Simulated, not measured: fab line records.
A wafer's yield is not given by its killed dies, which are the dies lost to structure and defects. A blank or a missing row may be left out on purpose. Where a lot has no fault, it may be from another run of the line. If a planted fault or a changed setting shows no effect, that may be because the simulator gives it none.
Chamber matching    flow n5Finfet    N5_BEOL_M4_STRIP_66 on rieDiel-03: 4 sister chambers
The step strips in CF4. 22 wafers are shown with their chamber, then 11 later ones without.

EACH WAFER AND ITS CHAMBER
wafer   chamber  drypumpMotorCurrentA (A)  showerheadPlenumPTorr (Torr)  throttleValvePct (%)
L075.3  0        5.0                       1.82                          13.48
L075.4  2        5.2                       1.73                          13.91
L075.6  1        5.8                       1.77                          13.50
L077.1  3        4.8                       1.90                          13.30
L077.2  2        5.2                       1.73                          13.93
L077.5  3        4.8                       1.90                          13.31
L076.1  1        5.8                       1.76                          13.54
L076.5  2        5.3                       1.72                          13.92
L076.6  3        4.8                       1.89                          13.32
L081.1  3        4.8                       1.89                          13.33
L081.2  2        5.2                       1.72                          13.95
L081.4  1        5.8                       1.76                          13.55
L084.2  0        5.0                       1.81                          13.53
L084.4  3        4.9                       1.89                          13.34
L084.6  3        4.8                       1.89                          13.34
L088.1  2        5.2                       1.72                          13.97
L088.2  1        5.8                       1.76                          13.58
L088.4  3        4.9                       1.89                          13.35
L091.1  3        4.9                       1.89                          13.36
L091.3  0        5.0                       1.81                          13.56
L091.6  3        4.9                       1.89                          13.36
L093.1  1        5.8                       1.76                          13.06

SIGNATURES (means of the wafers above)
reading                chamber 0  chamber 1  chamber 2  chamber 3  scatter within a chamber
drypumpMotorCurrentA   5.000      5.800      5.220      4.844      0.041
showerheadPlenumPTorr  1.8133     1.7620     1.7240     1.8922     0.00484
throttleValvePct       13.5233    13.4460    13.9360    13.3344    0.105
Rule: a wafer lies at a distance from a chamber equal to the root of the sum of squares, over the readings, of (its reading less the chamber's mean, divided by the reading's scatter). The wafer belongs to the nearest chamber; if the next one is less than 2 further off, it can't be placed. The scatter is the square root of a quotient: the sum, over the shown wafers, of each reading's squared deviation from its chamber's mean, divided by wafers minus chambers.

WAFERS MISSING THEIR CHAMBER
wafer   drypumpMotorCurrentA (A)  showerheadPlenumPTorr (Torr)  throttleValvePct (%)
L093.3  5.2                       1.72                          14.00
L093.5  5.8                       1.76                          13.04
L094.1  5.2                       1.72                          13.99
L094.2  4.9                       1.89                          13.39
L094.3  5.8                       1.76                          13.05
L094.4  5.0                       1.81                          13.58
L094.5  4.8                       1.89                          13.38
L094.6  5.3                       1.72                          14.00
L095.1  4.9                       1.89                          13.39
L095.5  5.8                       1.76                          13.06
L095.6  5.2                       1.72                          13.99

WHICH CHAMBER EACH WENT THROUGH
wafer   from the rows above  in truth
L093.3  2                    2
L093.5  1                    1
L094.1  2                    2
L094.2  3                    3
L094.3  1                    1
L094.4  0                    0
L094.5  3                    3
L094.6  2                    2
L095.1  3                    3
L095.5  1                    1
L095.6  2                    2
Correct placement for 11 of the 11. From these rows, 0 cannot be placed. Placed wrongly: 0.
